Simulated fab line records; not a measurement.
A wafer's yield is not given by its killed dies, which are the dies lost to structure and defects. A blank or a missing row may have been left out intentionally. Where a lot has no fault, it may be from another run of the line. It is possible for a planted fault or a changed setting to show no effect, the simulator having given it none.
Chamber matching | flow nandHarc | 4 sister chambers for NHARC_A_CONTACT_ETCH_90 on rieDiel-04
The step etches the open film in CH3F/O2, target depth 40 nm, time 85.7 s. 4 wafers are shown with their chamber, then 12 later ones without.

## WAFERS PAIRED WITH THEIR CHAMBERS
wafer  | chamber | drypumpMotorCurrentA (A)
L084.1 | 2       | 6.4
L085.2 | 1       | 5.5
L085.3 | 3       | 4.9
L085.6 | 0       | 6.0

## WAFERS MISSING THEIR CHAMBER
wafer  | drypumpMotorCurrentA (A)
L086.1 | 6.0
L086.3 | 5.5
L086.4 | 5.0
L092.2 | 6.4
L092.4 | 5.0
L092.6 | 6.0
L094.1 | 6.4
L094.2 | 5.5
L094.3 | 6.0
L096.1 | 5.5
L096.4 | 6.4
L096.6 | 6.0

## CHAMBER TAKEN BY EACH
wafer  | from the rows above | in truth
L086.1 | 0                   | 0
L086.3 | 1                   | 1
L086.4 | 3                   | 3
L092.2 | 2                   | 2
L092.4 | 3                   | 3
L092.6 | 0                   | 0
L094.1 | 2                   | 2
L094.2 | 1                   | 1
L094.3 | 0                   | 0
L096.1 | 1                   | 1
L096.4 | 2                   | 2
L096.6 | 0                   | 0
Correct placement for 12 of the 12. From these rows, 0 cannot be placed. 0 placed wrongly.
How it was worked out, from the rows above alone: a wafer's distance from a chamber is the root of the sum, over the readings, of the square of ((its reading less the chamber's mean) divided by the reading's scatter). If the next closest chamber is less than 2 further off than the closest, the wafer can't be placed; otherwise it belongs to the closest. For every chamber, the mean is computed from those of its wafers that are shown. The scatter: with one shown wafer a chamber, the root of the mean of the squares of how far each hidden wafer lies from its nearest shown one.
